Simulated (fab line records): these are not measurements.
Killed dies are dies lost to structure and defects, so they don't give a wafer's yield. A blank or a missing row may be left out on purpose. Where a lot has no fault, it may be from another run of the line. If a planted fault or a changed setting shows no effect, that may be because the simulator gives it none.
fab line records	flow nand-harc
record: lots: 12	wafers: 36	last-day: 26
route steps=1159 shown A_CHANNEL_HOLE_D1@471 A_CHANNEL_FILL_D1@492 END@1159
lots that met no fault: taken from a fault-free run of the same line
start-h: start of the lot's first displayed wafer, in hours after the record's first day	wait-h: time in hours since the lot's previous step	" as in the row above	L1.1+2: a single row standing in for several wafers	- no value, or no start was given	* or withheld: withheld	< > ~ a bound
route shown NAME@n: NAME is a module with steps in the file, n the number in the route of the first one	usual: mean/standard deviation of fault-free wafers	same: alike in all rows	chamber/n: place in a boat	sites: the reading at each site	_std_site: standard deviation across them	_edge_site: outer sites' mean less inner sites'	radius-mm: how far each site lies from the wafer's centre	mask NAME#n: copy n	behind: the most recent tool/chamber to have shaped the wafer	hold: reason for holding the lot/hours on hold/outcome of the hold	device: the n, p or np transistor that did not switch	end of line: tests of these same wafers at the route's end	a step without rows: its recipe alone	killed: not the wafer's yield, but the dies lost to structure and defects at the first sort	map: shows each die of a wafer: x if killed, . if not, _ if none is there
set.NAME: the run value of the setting; set.NAME@STEP: its run value at that earlier step	model.NAME: the simulator's own value behind a step, which no gauge read
the route's steps for a sample of lots (tables are steps, rows are wafers)
services: a tool's chamber out of use, with start hour (start-h, from the record's first day; less than 0 if before it), hours out, and reason
== steps ==
step: NHARC_A_CHANNEL_HOLE_D1_ETCH_19
recipe: bias-v: 1200	source-w: 2500	pressure-mtorr: 15	time-s: 34.5	ar-flow-sccm: 375	c4f8-flow-sccm: 28.8	o2-flow-sccm: 96.2	temp-c: -20	target-depth-a: *	chemistry: C4F8/O2/Ar
usual: drypump-motor-current-A: 5.8/0.47	he-backside-leak-sccm: 5.7/0.3	showerhead-plenum-p-Torr: 3.78/0.14	throttle-valve-pct: 37.039/0.008
lot.wafer	tool	chamber	start-h	wait-h	drypump-motor-current-A	he-backside-leak-sccm	rf-hours-counter-h	showerhead-plenum-p-Torr	throttle-valve-pct
L651.1	har-etch-01	0	178.27	0.1	5.5	6.1	186	3.82	37.051
L651.3	"	1	"	"	5.6	5.8	-	3.88	37.046
L651.6	"	0	"	"	5.5	6.1	-	3.82	37.027
L652.4	har-etch-01	1	184.91	0.1	5.6	5.6	-	3.87	37.043
L652.3	"	0	"	"	5.5	5.7	-	3.82	37.039
L652.5	"	0	"	"	5.5	5.5	-	3.82	37.028
L655.1	har-etch-02	1	201.11	0.1	6.7	5.7	108	3.92	37.026
L655.3	"	1	"	"	6.7	5.7	-	3.92	37.039
L655.5	"	1	"	"	6.6	5.6	-	3.92	37.044
L654.3	har-etch-01	0	201.62	0.1	5.5	6.2	-	3.82	37.029
L654.5	"	1	"	"	5.6	5.6	-	3.87	37.026
L654.6	"	0	"	"	5.5	5.8	-	3.82	37.033
L656.2	har-etch-02	0	205.28	0.3	5.6	5.2	112	3.55	37.036
L656.3	"	1	"	"	6.7	5.6	-	3.92	37.040
L656.4	"	0	"	"	5.6	5.5	-	3.55	37.049
L657.1	har-etch-02	1	220.15	0.1	6.7	5.7	117	3.92	37.049
L657.4	"	1	"	"	6.7	5.7	-	3.92	37.048
L657.5	"	1	"	"	6.7	5.7	-	3.92	37.030
L658.4	har-etch-02	0	234.09	0.1	5.7	5.4	-	3.55	37.041
L658.6	"	0	"	"	5.7	5.3	-	3.55	37.043
L658.5	"	1	"	"	6.6	5.8	-	3.91	37.037
L668.3	har-etch-01	0	281.58	0.1	5.5	6.1	-	3.80	37.044
L668.4	"	1	"	"	5.6	5.9	-	3.85	37.048
L668.5	"	0	"	"	5.5	6.1	-	3.80	37.032
L670.4	har-etch-02	1	297.14	0.1	6.6	5.6	-	3.90	37.047
L670.6	"	0	"	"	5.7	5.4	-	3.53	37.047
L670.5	"	1	"	"	6.6	5.9	-	3.90	37.048
L672.2	har-etch-01	1	301.11	0.7	5.6	5.8	241	3.84	37.020
L672.1	"	0	"	"	5.5	6.3	241	3.79	37.044
L672.4	"	0	"	"	5.5	6.2	-	3.79	37.044
L673.3	har-etch-02	1	306.97	0.1	6.6	5.8	-	3.89	37.045
L673.5	"	1	"	"	6.7	5.8	-	3.90	37.034
L673.6	"	0	"	"	5.7	5.2	-	3.53	37.050
L674.2	har-etch-02	0	321.98	4.5	5.6	5.2	167	3.52	37.047
L674.1	"	1	"	"	6.7	5.9	167	3.89	37.037
L674.6	"	1	"	"	6.6	6.0	-	3.89	37.024
step: NHARC_A_CHANNEL_HOLE_D1_INSPECT_40
usual: raw-defect-count: 65/16
lot.wafer	tool	chamber	start-h	wait-h	raw-defect-count
L651.1	defect-inspect-02	-	184.18	-	81
L651.3	"	-	"	"	78
L651.6	"	-	"	"	86
L652.3	defect-inspect-02	-	190.57	-	53
L652.4	"	-	"	"	71
L652.5	"	-	"	"	95
L655.1	defect-inspect-01	-	206.82	-	48
L655.3	"	-	"	"	59
L655.5	"	-	"	"	59
L654.3	defect-inspect-02	-	207.76	-	61
L654.5	"	-	"	"	44
L654.6	"	-	"	"	40
L656.2	defect-inspect-02	-	211.43	-	75
L656.3	"	-	"	"	63
L656.4	"	-	"	"	58
L657.1	defect-inspect-01	-	225.90	-	376
L657.4	"	-	"	"	424
L657.5	"	-	"	"	412
L658.4	defect-inspect-02	-	239.81	-	38
L658.5	"	-	"	"	476
L658.6	"	-	"	"	54
L668.3	defect-inspect-02	-	287.27	-	85
L668.4	"	-	"	"	87
L668.5	"	-	"	"	78
L670.4	defect-inspect-01	-	302.99	-	41
L670.5	"	-	"	"	52
L670.6	"	-	"	"	90
L672.1	defect-inspect-01	-	306.79	-	98
L672.2	"	-	"	"	96
L672.4	"	-	"	"	72
L673.3	defect-inspect-01	-	313.11	-	75
L673.5	"	-	"	"	55
L673.6	"	-	"	"	52
L674.1	defect-inspect-02	-	327.71	-	77
L674.2	"	-	"	"	65
L674.6	"	-	"	"	38
step: NHARC_A_CHANNEL_FILL_D1_ALD_02
recipe: target-thk-a: 60	pulse-time-s: 10	ald-cycles: 60	temp-c: 300	material: SiO2
usual: heater-power-w: 473/59	precursor-pulse-height-rel: 1.001/0.021
same: pulse-time-s: 10
lot.wafer	tool	chamber	start-h	wait-h	heater-power-w	precursor-pulse-height-rel
L651.3	ald-hk-03	3	184.45	-	454	1.030
L651.1	"	1	"	"	518	0.974
L651.6	"	2	"	"	346	1.005
L652.4	ald-hk-01	0	190.92	-	508	1.005
L652.3	"	2	"	"	440	1.012
L652.5	"	3	"	"	516	1.036
L655.1	ald-hk-04	0	207.16	-	394	0.970
L655.3	"	1	"	"	493	0.984
L655.5	"	3	"	"	490	1.022
L654.3	ald-hk-04	1	208.17	-	496	0.977
L654.6	"	2	"	"	541	0.984
L654.5	"	3	"	"	512	0.967
L656.2	ald-hk-01	1	211.70	-	428	0.989
L656.3	"	2	"	"	433	1.020
L656.4	"	3	"	"	518	1.001
L657.1	ald-hk-04	0	226.16	-	387	1.006
L657.4	"	1	"	"	491	1.012
L657.5	"	0	"	"	391	1.016
L658.4	ald-hk-03	2	240.14	-	353	1.006
L658.5	"	0	"	"	500	1.050
L658.6	"	1	"	"	522	0.999
L668.3	ald-hk-03	0	287.56	-	495	1.008
L668.4	"	1	"	"	524	1.007
L668.5	"	0	"	"	481	1.000
L670.4	ald-hk-03	2	303.51	0.4	349	1.035
L670.5	"	3	"	"	463	1.017
L670.6	"	0	"	"	489	0.994
L672.4	ald-hk-04	1	307.04	0.1	494	0.978
L672.2	"	2	"	"	541	1.013
L672.1	"	3	"	"	516	0.975
L673.3	ald-hk-03	0	313.38	-	485	0.982
L673.5	"	3	"	"	475	0.994
L673.6	"	0	"	"	502	1.037
L674.2	ald-hk-04	1	328.06	-	498	1.032
L674.1	"	2	"	"	554	1.001
L674.6	"	0	"	"	392	1.004
step: NHARC_A_CHANNEL_FILL_D1_ALD_16
recipe: target-thk-a: 15	pulse-time-s: 10	ald-cycles: 15	temp-c: 300	material: SiO2
usual: heater-power-w: 480/53	precursor-pulse-height-rel: 0.997/0.017
same: pulse-time-s: 10
lot.wafer	tool	chamber	start-h	wait-h	heater-power-w	precursor-pulse-height-rel
L651.1	ald-hk-04	1	198.87	2.4	498	0.991
L651.3	"	0	"	"	390	1.008
L651.6	"	2	"	"	536	1.018
L652.4	ald-hk-01	1	204.59	0.4	418	0.972
L652.3	"	2	"	"	430	0.998
L652.5	"	1	"	"	426	0.993
L655.3	ald-hk-01	0	219.30	0.1	487	0.999
L655.1	"	2	"	"	440	1.007
L655.5	"	0	"	"	517	0.983
L654.3	ald-hk-01	3	219.44	0.2	544	1.023
L654.6	"	3	"	"	525	0.996
L654.5	"	0	"	"	499	0.989
L656.3	ald-hk-04	2	223.81	0.0	539	1.013
L656.2	"	3	"	"	506	1.006
L656.4	"	1	"	"	500	0.993
L657.1	ald-hk-03	1	239.60	0.1	522	0.986
L657.4	"	3	"	"	466	1.021
L657.5	"	1	"	"	516	1.008
L658.4	ald-hk-03	1	251.59	1.1	516	0.980
L658.5	"	3	"	"	486	0.969
L658.6	"	0	"	"	491	0.980
L668.3	ald-hk-04	0	299.69	0.0	395	1.007
L668.4	"	1	"	"	503	0.984
L668.5	"	0	"	"	395	0.997
L670.4	ald-hk-04	0	317.03	0.2	398	1.022
L670.6	"	3	"	"	500	1.032
L670.5	"	0	"	"	395	1.018
L672.1	ald-hk-04	3	317.16	0.4	503	0.971
L672.4	"	0	"	"	391	0.962
L672.2	"	1	"	"	505	0.982
L673.3	ald-hk-04	0	325.58	0.1	386	1.023
L673.6	"	1	"	"	489	0.995
L673.5	"	2	"	"	544	0.959
L674.2	ald-hk-04	2	345.98	4.0	548	0.989
L674.1	"	3	"	"	501	0.957
L674.6	"	2	"	"	543	0.982
step: NHARC_A_CHANNEL_FILL_D1_ETCHBACK_19
recipe: target-depth-a: 50	time-s: 1.7	hbr-flow-sccm: 150	cl2-flow-sccm: 50	rf-w: 400	icp-w: 400	bias-w: 100	chemistry: HBr/Cl2
usual: drypump-motor-current-A: 6.1/0.4	he-backside-leak-sccm: 2.7/0.31	mfc-cl2-sccm: 50.00/0.14	oes-product-au: 0.998/0.015	throttle-valve-pct: 26.406/0.0093
lot.wafer	tool	chamber	start-h	wait-h	drypump-motor-current-A	he-backside-leak-sccm	mfc-cl2-sccm	oes-product-au	rf-hours-counter-h	throttle-valve-pct
L651.3	rie-si-01	2	211.45	0.4	6.4	2.6	49.86	1.013	0.6	26.413
L651.1	"	1	"	"	6.3	2.9	50.22	1.005	0.6	26.399
L651.6	"	1	"	"	6.3	2.8	50.15	0.999	-	26.400
L652.4	rie-si-04	3	218.79	0.4	6.5	2.8	49.90	1.011	1.1	26.417
L652.3	"	1	"	"	5.1	3.0	50.05	0.990	1.1	26.403
L652.5	"	3	"	"	6.5	3.0	49.96	1.009	-	26.411
L655.3	rie-si-06	3	231.13	0.4	6.4	2.5	50.22	1.003	0.3	26.397
L655.1	"	2	"	"	6.1	2.9	49.87	0.988	0.3	26.399
L655.5	"	0	"	"	6.4	2.7	50.12	0.973	-	26.433
L654.3	rie-si-01	3	231.16	0.4	5.9	2.3	50.13	0.975	0.8	26.408
L654.6	"	1	"	"	6.3	2.9	50.08	0.988	-	26.403
L654.5	"	3	"	"	5.9	2.4	50.12	0.972	-	26.402
L656.4	rie-si-06	0	235.68	0.4	6.5	2.8	50.05	0.977	0.3	26.403
L656.3	"	2	"	"	6.1	2.9	50.16	0.972	0.4	26.421
L656.2	"	3	"	"	6.4	2.4	49.87	0.986	0.4	26.408
L657.4	rie-si-06	1	251.18	0.4	5.5	2.4	49.88	1.005	0.5	26.410
L657.1	"	2	"	"	6.1	2.8	50.14	0.981	0.5	26.403
L657.5	"	3	"	"	6.4	2.4	50.19	0.990	-	26.400
L658.4	rie-si-04	0	263.03	0.4	5.8	2.7	50.20	1.004	1.4	26.411
L658.6	"	2	"	"	6.3	2.4	49.86	1.005	-	26.401
L658.5	"	3	"	"	6.5	2.8	50.14	1.012	-	26.406
L668.3	rie-si-06	1	311.32	0.4	5.5	2.5	49.77	1.017	0.9	26.389
L668.4	"	3	"	"	6.4	2.4	50.05	0.986	1.0	26.416
L668.5	"	0	"	"	6.5	2.8	50.30	0.986	-	26.400
L670.4	rie-si-06	1	328.68	0.4	5.5	2.4	50.06	1.005	1.2	26.398
L670.6	"	1	"	"	5.5	2.4	50.09	1.001	-	26.411
L670.5	"	2	"	"	6.1	2.9	49.79	0.987	-	26.405
L672.1	rie-si-01	0	328.68	0.4	6.3	3.0	49.88	1.010	0.2	26.404
L672.4	"	2	"	"	6.4	2.6	50.00	1.011	0.2	26.397
L672.2	"	3	"	"	6.0	2.3	49.95	0.985	0.2	26.409
L673.3	rie-si-06	3	337.24	0.4	6.4	2.3	49.99	0.994	1.2	26.386
L673.5	"	2	"	"	6.1	3.0	49.97	1.002	-	26.416
L673.6	"	3	"	"	6.3	2.4	50.19	0.985	-	26.402
L674.2	rie-si-04	0	357.77	0.4	5.8	2.7	50.09	1.020	0.7	26.382
L674.1	"	1	"	"	5.1	2.9	50.20	0.991	0.8	26.413
L674.6	"	0	"	"	5.8	2.8	50.13	1.020	-	26.415
step: NHARC_END_SORT_01
recipe: temp-c: 25
usual: killed-at-array: 27/12	killed-at-other: 0.9/1.1	killed-at-periphery: 3.2/2.4	killed-dies: 31/12	killed-open: 3.3/1.7	killed-short: 2.0/1.6
same: gross-dies: 677
lot.wafer	tool	chamber	start-h	wait-h	killed-at-array	killed-at-other	killed-at-periphery	killed-dies	killed-open	killed-short
L651.1	prober-02	0	449.24	2.5	33	0	2	35	3	1
L651.3	prober-02	0	450.81	3.1	30	1	5	36	3	0
L651.6	prober-02	0	453.17	3.9	38	0	5	43	5	2
L652.3	prober-02	0	458.54	3.1	26	0	5	31	3	0
L652.4	prober-02	0	459.35	3.4	35	1	5	41	4	5
L652.5	prober-02	0	460.15	3.7	35	1	1	37	3	2
L655.1	prober-01	0	547.87	2.5	18	2	2	22	3	1
L655.3	prober-01	0	549.51	3.1	19	1	1	21	0	1
L655.5	prober-01	0	551.15	3.8	14	2	1	17	0	2
L654.3	prober-02	0	549.50	3.1	19	1	6	26	4	6
L654.5	prober-02	0	551.11	3.7	19	0	2	21	3	2
L654.6	prober-02	0	551.92	4.0	21	0	3	24	6	3
L656.2	prober-02	0	556.53	2.8	9	0	1	10	4	2
L656.3	prober-02	0	557.32	3.1	10	0	2	12	0	1
L656.4	prober-02	0	558.12	3.4	15	0	1	16	5	3
L657.1	prober-02	0	563.49	2.5	83	0	6	89	3	2
L657.4	prober-02	0	565.88	3.4	93	2	4	99	4	1
L657.5	prober-02	0	566.68	3.7	87	0	10	97	4	1
L658.4	prober-01	0	566.06	3.4	24	1	3	28	1	1
L658.5	prober-01	0	566.85	3.7	81	0	7	88	4	0
L658.6	prober-01	0	567.64	4.0	37	0	1	38	7	0
L668.3	prober-01	0	596.30	3.1	54	1	4	59	3	5
L668.4	prober-01	0	597.08	3.4	64	0	3	67	2	3
L668.5	prober-01	0	597.87	3.6	54	0	3	57	3	2
L672.1	prober-02	0	610.27	2.5	36	0	4	40	1	2
L672.2	prober-02	0	611.08	2.8	34	0	2	36	1	4
L672.4	prober-02	0	612.70	3.4	32	0	3	35	0	1
L673.3	prober-02	0	619.74	3.1	25	3	2	30	2	3
L673.5	prober-02	0	621.35	3.7	26	3	5	34	6	2
L673.6	prober-02	0	622.16	4.0	21	1	4	26	4	5
L674.1	prober-02	0	626.01	2.5	21	3	2	26	1	5
L674.2	prober-02	0	626.81	2.8	17	0	3	20	2	0
L674.6	prober-02	0	630.04	4.0	23	5	4	32	4	2
L670.4	prober-01	0	628.28	3.3	32	0	3	35	5	3
L670.5	prober-01	0	629.05	3.6	21	1	0	22	4	1
L670.6	prober-01	0	629.83	3.9	30	2	0	32	2	4
killed by level:class
L651.1 A_CHANNEL_HOLE_D1:chamber-film-flake=14 A_STAIRCASE:chamber-film-flake=8 A_ZERO_WELL:chamber-film-flake=2 A_SGD_CUT:chamber-film-flake=2 A_WL_FILL:chamber-film-flake=2 P_STI:geometric-particle:open=1 A_WL_FILL:geometric-particle:short=1 A_WL_FILL:geometric-particle:open=1
L651.3 A_CHANNEL_HOLE_D1:chamber-film-flake=14 A_STAIRCASE:chamber-film-flake=5 A_SGD_CUT:chamber-film-flake=4 A_ZERO_WELL:chamber-film-flake=3 P_ZERO_WELL:chamber-film-flake=2 P_BONDPAD:chamber-film-flake=2 A_CONTACT:chamber-film-flake=2 P_M1:geometric-particle:open=1
L651.6 A_CHANNEL_HOLE_D1:chamber-film-flake=11 A_SGD_CUT:chamber-film-flake=7 A_STAIRCASE:chamber-film-flake=6 A_ZERO_WELL:chamber-film-flake=4 A_CONTACT:chamber-film-flake=3 A_CHANNEL_FILL_D1:geometric-particle:short=2 P_BONDPAD:chamber-film-flake=2 P_M0:geometric-particle:open=1
L652.3 A_CHANNEL_HOLE_D1:chamber-film-flake=8 A_CONTACT:chamber-film-flake=8 A_SLIT:chamber-film-flake=7 P_ZERO_WELL:chamber-film-flake=3 A_CONTACT:geometric-particle:open=2 P_M2:geometric-particle:open=1 P_STI:chamber-film-flake=1 A_SGD_CUT:chamber-film-flake=1
L652.4 A_CHANNEL_HOLE_D1:chamber-film-flake=12 A_SLIT:chamber-film-flake=8 A_CONTACT:chamber-film-flake=8 A_CONTACT:geometric-particle:short=2 P_STI:chamber-film-flake=2 A_SGD_CUT:chamber-film-flake=2 P_STI:geometric-particle:short=1 P_GATE:geometric-particle:open=1
L652.5 A_SLIT:chamber-film-flake=10 A_CHANNEL_HOLE_D1:chamber-film-flake=9 A_CONTACT:chamber-film-flake=8 A_WL_FILL:geometric-particle:short=2 A_STAIRCASE:chamber-film-flake=2 P_CONTACT:geometric-particle:open=1 A_CHANNEL_HOLE_D1:geometric-particle:open=1 A_WL_FILL:geometric-particle:open=1
L655.1 A_SLIT:chamber-film-flake=10 A_CONTACT:chamber-film-flake=5 THIN_TSV:chamber-film-flake=2 P_CONTACT:geometric-particle:open=1 P_M1:geometric-particle:open=1 A_WL_FILL:geometric-particle:open=1 A_WL_FILL:geometric-particle:short=1 A_ZERO_WELL:chamber-film-flake=1
L654.3 A_CHANNEL_HOLE_D1:chamber-film-flake=8 A_CONTACT:chamber-film-flake=4 A_CHANNEL_FILL_D1:geometric-particle:short=2 P_CONTACT:chamber-film-flake=2 P_CONTACT:geometric-particle:open=1 P_M0:geometric-particle:short=1 P_M0:geometric-particle:open=1 A_ONON_D1:geometric-particle:short=1
L655.3 A_SLIT:chamber-film-flake=12 A_CHANNEL_HOLE_D1:chamber-film-flake=2 A_STAIRCASE:chamber-film-flake=2 A_CONTACT:chamber-film-flake=2 A_CHANNEL_FILL_D1:geometric-particle:short=1 P_GATE:chamber-film-flake=1 THIN_TSV:chamber-film-flake=1
L654.5 A_CHANNEL_HOLE_D1:chamber-film-flake=10 A_CONTACT:chamber-film-flake=5 P_CONTACT:geometric-particle:open=1 A_CHANNEL_FILL_D1:geometric-particle:open=1 A_CHANNEL_FILL_D1:geometric-particle:short=1 A_SGD_CUT:geometric-particle:short=1 A_SGD_CUT:geometric-particle:open=1 P_CONTACT:chamber-film-flake=1
L655.5 A_SLIT:chamber-film-flake=8 A_CHANNEL_FILL_D1:chamber-film-flake=3 A_CONTACT:chamber-film-flake=2 THIN_TSV:chamber-film-flake=2 P_GATE:geometric-particle:short=1 A_CHANNEL_FILL_D1:geometric-particle:short=1
L654.6 A_CHANNEL_HOLE_D1:chamber-film-flake=13 A_WL_FILL:geometric-particle:short=2 P_GATE:geometric-particle:open=1 P_M0:geometric-particle:open=1 A_CHANNEL_FILL_D1:geometric-particle:short=1 A_WL_FILL:geometric-particle:open=1 A_CONTACT:geometric-particle:open=1 A_BLC:geometric-particle:open=1
L656.2 A_WL_FILL:geometric-particle:open=2 A_STAIRCASE:chamber-film-flake=2 A_SGD_CUT:geometric-particle:short=1 A_WL_FILL:geometric-particle:short=1 A_CONTACT:geometric-particle:open=1 A_BLC:geometric-particle:open=1 P_GATE:chamber-film-flake=1 A_CHANNEL_HOLE_D1:chamber-film-flake=1
L656.3 A_CONTACT:chamber-film-flake=3 A_ZERO_WELL:chamber-film-flake=2 A_CHANNEL_HOLE_D1:chamber-film-flake=2 A_ONON_D1:geometric-particle:short=1 P_STI:chamber-film-flake=1 P_GATE:chamber-film-flake=1 A_CHANNEL_FILL_D1:chamber-film-flake=1 A_SLIT:chamber-film-flake=1
L656.4 A_CHANNEL_HOLE_D1:chamber-film-flake=4 P_GATE:geometric-particle:open=1 A_ONON_D1:geometric-particle:open=1 A_CHANNEL_HOLE_D1:geometric-particle:open=1 A_CHANNEL_FILL_D1:geometric-particle:short=1 A_STAIRCASE:geometric-particle:short=1 A_WL_FILL:geometric-particle:open=1 A_WL_FILL:geometric-particle:short=1
L657.1 A_CHANNEL_HOLE_D1:unspecified=75 P_CONTACT:chamber-film-flake=3 P_M1:chamber-film-flake=2 A_CONTACT:chamber-film-flake=2 A_STAIRCASE:chamber-film-flake=2 P_M1:geometric-particle:open=1 A_SOURCE_PLATE:geometric-particle:open=1 A_WL_FILL:geometric-particle:short=1
L657.4 A_CHANNEL_HOLE_D1:unspecified=81 A_CONTACT:chamber-film-flake=4 A_M0:geometric-particle:open=2 P_M1:chamber-film-flake=2 A_CHANNEL_FILL_D1:chamber-film-flake=2 THIN_TSV:chamber-film-flake=2 P_M0:geometric-particle:open=1 A_WL_FILL:geometric-particle:short=1
L658.4 A_SLIT:chamber-film-flake=13 A_CHANNEL_HOLE_D1:chamber-film-flake=4 P_M1:chamber-film-flake=2 A_CONTACT:chamber-film-flake=2 A_CONTACT:geometric-particle:open=1 A_CONTACT:geometric-particle:short=1 P_CONTACT:chamber-film-flake=1 A_STAIRCASE:chamber-film-flake=1
L657.5 A_CHANNEL_HOLE_D1:unspecified=80 P_STI:chamber-film-flake=3 P_CONTACT:chamber-film-flake=3 P_M1:chamber-film-flake=2 A_CONTACT:chamber-film-flake=2 P_M0:geometric-particle:open=1 A_SOURCE_PLATE:geometric-particle:open=1 A_CHANNEL_HOLE_D1:geometric-particle:short=1
L658.5 A_CHANNEL_HOLE_D1:unspecified=68 A_CONTACT:chamber-film-flake=5 P_M1:chamber-film-flake=4 P_M1:geometric-particle:open=2 A_WL_FILL:chamber-film-flake=2 A_BONDPAD:chamber-film-flake=2 A_WL_FILL:geometric-particle:open=1 A_CONTACT:geometric-particle:open=1
L658.6 A_SLIT:chamber-film-flake=14 A_CONTACT:geometric-particle:open=5 A_CHANNEL_HOLE_D1:chamber-film-flake=4 A_STAIRCASE:chamber-film-flake=4 A_CONTACT:chamber-film-flake=4 A_ZERO_WELL:chamber-film-flake=2 A_ONON_D1:geometric-particle:open=1 A_M1:geometric-particle:open=1
L668.3 A_SLIT:chamber-film-flake=25 A_CHANNEL_HOLE_D1:chamber-film-flake=18 A_STAIRCASE:chamber-film-flake=4 P_M0:geometric-particle:open=2 A_CONTACT:chamber-film-flake=2 P_GATE:geometric-particle:open=1 P_GATE:geometric-particle:short=1 A_CHANNEL_FILL_D1:geometric-particle:short=1
L668.4 A_CHANNEL_HOLE_D1:chamber-film-flake=31 A_SLIT:chamber-film-flake=20 A_STAIRCASE:chamber-film-flake=5 A_CONTACT:chamber-film-flake=3 P_GATE:geometric-particle:short=1 A_WL_FILL:geometric-particle:short=1 A_CONTACT:geometric-particle:open=1 A_BLC:geometric-particle:short=1
L668.5 A_CHANNEL_HOLE_D1:chamber-film-flake=22 A_SLIT:chamber-film-flake=19 A_CONTACT:chamber-film-flake=6 P_BONDPAD:chamber-film-flake=3 A_CONTACT:geometric-particle:open=2 A_CHANNEL_FILL_D1:geometric-particle:open=1 A_WL_FILL:geometric-particle:short=1 A_BLC:geometric-particle:short=1
L672.1 A_CHANNEL_HOLE_D1:chamber-film-flake=24 A_CONTACT:chamber-film-flake=7 A_STAIRCASE:chamber-film-flake=3 P_ZERO_WELL:chamber-film-flake=2 P_M0:geometric-particle:open=1 P_M0:geometric-particle:short=1 A_M0:geometric-particle:short=1 A_CHANNEL_FILL_D1:chamber-film-flake=1
L672.2 A_CHANNEL_HOLE_D1:chamber-film-flake=20 A_CONTACT:chamber-film-flake=5 A_M0:geometric-particle:short=2 A_STAIRCASE:chamber-film-flake=2 P_GATE:geometric-particle:open=1 A_ONON_D1:geometric-particle:short=1 A_WL_FILL:geometric-particle:short=1 P_GATE:chamber-film-flake=1
L672.4 A_CHANNEL_HOLE_D1:chamber-film-flake=19 A_CONTACT:chamber-film-flake=8 A_STAIRCASE:chamber-film-flake=3 P_ZERO_WELL:chamber-film-flake=2 A_ONON_D1:geometric-particle:short=1 P_GATE:chamber-film-flake=1 A_CHANNEL_FILL_D1:chamber-film-flake=1
L673.3 A_CHANNEL_HOLE_D1:chamber-film-flake=7 A_STAIRCASE:chamber-film-flake=7 A_CONTACT:chamber-film-flake=4 THIN_TSV:chamber-film-flake=3 A_ONON_D1:geometric-particle:short=2 P_GATE:chamber-film-flake=2 A_ONON_D1:geometric-particle:open=1 A_WL_FILL:geometric-particle:open=1
L673.5 A_CHANNEL_HOLE_D1:chamber-film-flake=12 A_STAIRCASE:chamber-film-flake=5 THIN_TSV:chamber-film-flake=3 P_GATE:chamber-film-flake=2 A_CONTACT:chamber-film-flake=2 P_CONTACT:geometric-particle:open=1 P_M0:geometric-particle:open=1 P_M2:geometric-particle:open=1
L673.6 A_CHANNEL_HOLE_D1:chamber-film-flake=9 A_ONON_D1:geometric-particle:short=3 A_STAIRCASE:chamber-film-flake=3 P_M1:geometric-particle:open=2 A_CONTACT:chamber-film-flake=2 P_M0:geometric-particle:open=1 A_SOURCE_PLATE:geometric-particle:short=1 A_CONTACT:geometric-particle:short=1
L674.1 A_CHANNEL_HOLE_D1:chamber-film-flake=7 A_STAIRCASE:chamber-film-flake=6 A_CONTACT:chamber-film-flake=3 A_CHANNEL_FILL_D1:geometric-particle:short=2 A_BLC:geometric-particle:short=2 A_CHANNEL_FILL_D1:geometric-particle:open=1 P_ZERO_WELL:chamber-film-flake=1 P_GATE:chamber-film-flake=1
L674.2 A_CHANNEL_HOLE_D1:chamber-film-flake=9 A_STAIRCASE:chamber-film-flake=4 A_CONTACT:chamber-film-flake=3 P_GATE:geometric-particle:open=1 P_M0:geometric-particle:open=1 P_ZERO_WELL:chamber-film-flake=1 A_SLIT:chamber-film-flake=1
L670.4 A_CONTACT:chamber-film-flake=10 A_CHANNEL_HOLE_D1:chamber-film-flake=9 A_STAIRCASE:chamber-film-flake=6 A_WL_FILL:chamber-film-flake=2 P_CONTACT:geometric-particle:open=1 P_M0:geometric-particle:open=1 P_M0:geometric-particle:short=1 A_CHANNEL_FILL_D1:geometric-particle:short=1
L670.5 A_STAIRCASE:chamber-film-flake=7 A_CHANNEL_HOLE_D1:chamber-film-flake=3 A_CONTACT:chamber-film-flake=3 A_BLC:geometric-particle:open=2 A_WL_FILL:chamber-film-flake=2 A_SLIT:geometric-particle:open=1 A_CONTACT:geometric-particle:short=1 A_M1:geometric-particle:open=1
L670.6 A_CHANNEL_HOLE_D1:chamber-film-flake=11 A_CONTACT:chamber-film-flake=6 A_STAIRCASE:chamber-film-flake=3 A_CHANNEL_FILL_D1:geometric-particle:short=2 A_ZERO_WELL:chamber-film-flake=2 A_WL_FILL:chamber-film-flake=2 THIN_TSV:chamber-film-flake=2 A_ONON_D1:geometric-particle:short=1
L674.6 A_STAIRCASE:chamber-film-flake=7 A_CHANNEL_HOLE_D1:chamber-film-flake=6 A_CONTACT:chamber-film-flake=5 THIN_TSV:chamber-film-flake=5 A_WL_FILL:geometric-particle:open=2 P_GATE:geometric-particle:open=1 P_M0:geometric-particle:open=1 A_M0:geometric-particle:short=1
== services ==
tool	chamber	start-h	hours	kind
ald-hk-03	0	156.35	-	clean
ald-hk-03	1	156.35	-	clean
ald-hk-04	-	164.53	1.1	repair
rie-si-06	0	178.81	6.3	repair
rie-si-06	-	183.00	9.0	pm
ald-hk-04	-	188.43	10.0	pm
ald-hk-04	0	188.43	10.0	vent-cycle
ald-hk-04	1	188.43	10.0	vent-cycle
ald-hk-04	2	188.43	10.0	vent-cycle
ald-hk-04	3	188.43	10.0	vent-cycle
ald-hk-04	0	198.43	-	clean
ald-hk-04	1	198.43	-	clean
ald-hk-04	2	198.43	-	clean
ald-hk-04	3	198.43	-	clean
rie-si-06	0	200.64	7.2	repair
rie-si-01	0	202.41	65.6	repair
har-etch-01	-	226.55	1.2	repair
ald-hk-01	-	230.70	10.0	pm
rie-si-01	3	239.15	3.9	repair
rie-si-04	-	276.00	9.0	pm
ald-hk-01	-	291.93	69.3	repair
rie-si-01	-	304.01	9.0	pm
har-etch-01	-	305.26	17.0	pm
rie-si-06	3	330.56	5.1	repair
== key ==
first-sign: step: NHARC_A_CHANNEL_HOLE_D1_INSPECT_40	reading: raw-defect-count	direction: up	sigmas: 22	usual: 65	struck: 422
effect: step: NHARC_END_SORT_01	reading: killed-dies	direction: up	sigmas: 5.3	usual: 31	struck: 93
more-kills-born-at: NHARC_A_CHANNEL_HOLE_D1_ETCH_19@har-etch-02: 280
met-at NHARC_A_CHANNEL_HOLE_D1_ETCH_19
struck-lots L657,L658
struck-wafers L657.1,L657.4,L657.5,L658.5
tester-left-out L657,L658
not-acting-at NHARC_A_CHANNEL_FILL_D1_ALD_02,NHARC_A_CHANNEL_FILL_D1_ALD_16,NHARC_A_CHANNEL_FILL_D1_ETCHBACK_19
onset-between 205.28 220.15
fault: kind: chamber-particle-source	tool: har-etch-02	chamber: 1	onset-h: 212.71	steps: NHARC_A_CHANNEL_HOLE_D1_ETCH_19	rate-per-visit-cm2: 0.57071	end-h: 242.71
tester-left-out: of these lots the tester's yield and bins aren't shown, on N5 and GAA mostly nor the transistor test; their killed dies are dies lost to structure and defects alone, not to doping, threshold or leakage, so they don't give the yield
